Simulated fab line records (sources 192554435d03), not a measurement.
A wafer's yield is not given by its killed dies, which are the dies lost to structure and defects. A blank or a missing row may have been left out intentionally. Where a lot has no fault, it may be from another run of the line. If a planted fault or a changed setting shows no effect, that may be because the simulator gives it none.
Struck lot and sound lot, side by side || flow n5-finfet || 43 out of 1938 route steps
Sound: the wafers L431.2, L431.5, L431.6. Struck: wafer L425.2 (left out: L425.4, a lot-mate that was not struck); the cause follows at the end.
At each step with rows: each side's tool, then ch and its chambers, then its first start. Under that, the readings that differ: sound wafers || struck wafers || difference of the means || sigmas: that difference in standard deviations of wafers without a fault.
alike: words and numbers the same on both sides, and readings whose means are apart by under 2 such deviations; not compared: readings that were withheld, readings missing a value for some wafer, numbers with overlapping values and no deviation given by the record, and bounds like >300 which may hide the same value.
A row with sigmas, a row that says differs or no value, or rows on one side alone: a step with any of these is where the two part. Numbers that don't overlap but have no deviation are shown without sigmas and don't part them. Lack of a reading on every wafer of one side parts them only where that side has two or more wafers.

first, 2 steps without rows for these wafers: N5_PMOS_HMC_CHANNEL_EPI_SRD_25 (time 30 s); N5_PMOS_HMC_CHANNEL_EPI_EPI_26 (deposits Si from SiH4/H2, target thk 3.8 nm, time 22.7 s).
N5_PMOS_HMC_CHANNEL_EPI_INSPECT_30: inspects for defects (darkfield).
  sound on defect-inspect-02, day 5 08:30; struck on defect-inspect-01, day 3 20:40
  alike: raw-defect-count
then, 4 steps without rows for these wafers: N5_FIN_SAQP_PRECLEAN_42 (cleans in O3/DIW, time 60 s); N5_FIN_SAQP_PRECLEAN_00 (cleans in SC1, time 60 s); N5_FIN_SAQP_PRECLEAN_44 (cleans in SC2, time 45 s); N5_FIN_SAQP_SRD_01 (time 30 s).
N5_FIN_SAQP_ALD_61: deposits SiO2, target thk 4 nm, pulse time 1 s, purge time 2 s.
  sound on ald-sin-04 ch 0,1, day 5 08:37; struck on ald-sin-03 ch 3, day 3 20:47
{"reading": "precursor-pulse-height-rel", "sound": "0.967 1.015 1.010", "struck": 0.949, "difference": -0.048, "sigmas": -3}
  alike: heater-power-w
then, 2 steps without rows for these wafers: N5_FIN_SAQP_DENSIFY_62 (time 60 s); N5_FIN_SAQP_HM_DEP_03 (deposits SiNx from SiH4/NH3/N2, target thk 38 nm, time 33.6 s).
N5_FIN_SAQP_THK_MEAS_05:
  sound on film-metro-02, day 5 09:08; struck on film-metro-02, day 3 21:17
  alike: thk-nm
N5_FIN_SAQP_PECVD_47: deposits a-Si from SiH4/He, target thk 45 nm, time 36.3 s.
  sound on pecvd-02 ch 0,1,2, day 5 09:10; struck on pecvd-03 ch 1, day 3 21:20
{"reading": "run-length-s (s)", "sound": "72.1 72.6 72.9", "struck": 64.9, "difference": -7.6, "sigmas": -20}
{"reading": "model.a-Si_of_FIN_SAQP_PECVD_47.thk-nm (nm)", "sound": "45.48 45.56 45.99", "struck": 35.83, "difference": -9.85, "sigmas": ""}
  alike: heater-power-w, showerhead-plenum-p-Torr, throttle-valve-pct
N5_FIN_SAQP_PECVD_48: deposits SiNx from SiH4/NH3/N2, target thk 25 nm, time 22.1 s.
  sound on pecvd-02 ch 0,1,2, day 5 09:13; struck on pecvd-03 ch 1, day 3 21:22
  alike: heater-power-w, showerhead-plenum-p-Torr, throttle-valve-pct
then, 1 step without rows for these wafers: N5_FIN_SAQP_PECVD_06 (deposits a-Si from SiH4/He, target thk 60 nm, time 48.1 s).
N5_FIN_SAQP_THK_MEAS_07:
  sound on film-metro-02, day 5 09:20; struck on film-metro-02, day 3 21:30
  alike: thk-nm
N5_FIN_SAQP_HM_DEP_72: deposits SiO2 from SiH4/N2O, target thk 12 nm, time 7.2 s.
  sound on pecvd-03 ch 0,1,2, day 5 09:22; struck on pecvd-01 ch 0, day 3 21:32
  alike: heater-power-w, showerhead-plenum-p-Torr
then, 8 steps without rows for these wafers: N5_FIN_SAQP_COAT_49 (time 60 s, resist thk 100 nm); N5_FIN_SAQP_COAT_50 (time 60 s, resist thk 35 nm); N5_FIN_SAQP_COAT_10 (resist thk 90 nm); N5_FIN_SAQP_EBR_12; N5_FIN_SAQP_SOFTBAKE_11 (time 60 s); N5_FIN_SAQP_EXPOSE_13 (exposes mask FIN CORE, target cd 35.6 nm); N5_FIN_SAQP_PEB_14 (peb time 60 s); N5_FIN_SAQP_DEVELOP_15 (develop time 30 s).
N5_FIN_SAQP_CD_MEAS_16: the cd target is 35.6 nm.
  sound on cd-sem-03 ch 0, day 5 09:43; struck on cd-sem-01 ch 0, day 3 21:59
  alike: cd-nm
N5_FIN_SAQP_OVL_MEAS_17:
  sound on overlay-02 ch 0, day 5 09:45; struck on overlay-02 ch 0, day 3 22:01
  alike: FIN_CORE_OVL
N5_FIN_SAQP_INSPECT_18: inspects for defects (brightfield).
  sound on defect-inspect-01, day 5 09:46; struck on defect-inspect-01, day 3 22:02
{"reading": "raw-defect-count", "sound": "523 614 788", "struck": 349, "difference": -293, "sigmas": -3}
then, 4 steps without rows for these wafers: N5_FIN_SAQP_DESCUM_21 (chemistry O2, time 7.9 s); N5_FIN_SAQP_ETCH_51 (etches SiARC in CF4, target depth 45.5 nm, time 75.8 s); N5_FIN_SAQP_ETCH_52 (etches SOC in N2/H2, target depth 100 nm, overetch 20 nm, time 150 s); N5_FIN_SAQP_STRIP_53 (strips in N2/H2).
N5_FIN_SAQP_HM_OPEN_73: chemistry CHF3/O2, target SiO2, stops on a-Si, target depth 12 nm, time 16.8 s.
  sound on rie-diel-05 ch 1,2,3, day 5 10:01; struck on rie-diel-05 ch 0, day 3 22:22
  alike: drypump-motor-current-A, oes-product-au, rf-vpp-V, showerhead-plenum-p-Torr, throttle-valve-pct
  not compared: rf-hours-counter-h
then, 1 step without rows for these wafers: N5_FIN_SAQP_STRIP_74 (strips in CHF3/O2).
N5_FIN_SAQP_MANDREL_ETCH_22: etches a-Si in HBr/Cl2, stops on SiNx, target depth 60 nm, bt time 10 s, time 30 s.
  sound on rie-si-05 ch 1,2,3, day 5 10:05; struck on rie-si-02 ch 3, day 3 22:27
{"reading": "oes-product-au (a.u.)", "sound": "0.767 0.751 0.795", "struck": 0.738, "difference": -0.033, "sigmas": -3}
  alike: drypump-motor-current-A, throttle-valve-pct
  not compared: rf-hours-counter-h
then, 7 steps without rows for these wafers: N5_FIN_SAQP_STRIP_55 (strips in N2/H2); N5_FIN_SAQP_STRIP_23 (strips in SPM, time 750 s); N5_FIN_SAQP_SRD_66 (time 30 s); N5_FIN_SAQP_RECESS_75 (chemistry HF/NH3, target SiO2, target depth 14.4 nm, afs cycles 3, sublimation time 60 s); N5_FIN_SAQP_SPACER1_ALD_24 (deposits SiO2, target thk 20.3 nm, pulse time 1 s, purge time 2 s); N5_FIN_SAQP_SPACER1_ETCHBACK_25 (etches SiO2 in CHF3/O2, target depth 24.4 nm, time 12.2 s); N5_FIN_SAQP_MANDREL1_REMOVE_56 (chemistry HBr/Cl2/O2, target a-Si, stops on SiNx, bt time 10 s).
N5_FIN_SAQP_MANDREL_ETCH_58: etches a-Si in HBr/Cl2, stops on SiNx, target depth 45 nm, bt time 10 s, time 27 s.
  sound on rie-si-02 ch 1,2, day 5 12:41; struck on rie-si-02 ch 0, day 4 00:29
{"reading": "oes-product-au (a.u.)", "sound": "0.719 0.699 0.718", "struck": 0.613, "difference": -0.099, "sigmas": -8}
{"reading": "model.etch.depth-nm (nm)", "sound": "45.48 45.56 45.99", "struck": 35.83, "difference": -9.85, "sigmas": ""}
  alike: drypump-motor-current-A, throttle-valve-pct
  not compared: rf-hours-counter-h
-- a jump in the record: the struck wafers' starts before and after are 10 days apart (it breaks off in module FIN_SAQP and resumes in module PASSIVATION, where the first step shown is number 1936 of the route) --
N5_PASSIVATION_PROBE_49:
  sound on prober-01, day 16 16:43; struck on prober-01, day 14 08:12
  alike: killed_at_M0_to_M3, killed_at_M4_up, killed-at-contacts, killed-at-front-end, killed-at-other, killed-dies, killed-on-rim, killed-open, killed-short

## WHERE THEY PART
Last at N5_FIN_SAQP_MANDREL_ETCH_58 as far as this record goes, first at N5_FIN_SAQP_ALD_61. Later steps at which nothing parts them and some readings are alike: N5_PASSIVATION_PROBE_49.

WHY: what had been put in by the simulator
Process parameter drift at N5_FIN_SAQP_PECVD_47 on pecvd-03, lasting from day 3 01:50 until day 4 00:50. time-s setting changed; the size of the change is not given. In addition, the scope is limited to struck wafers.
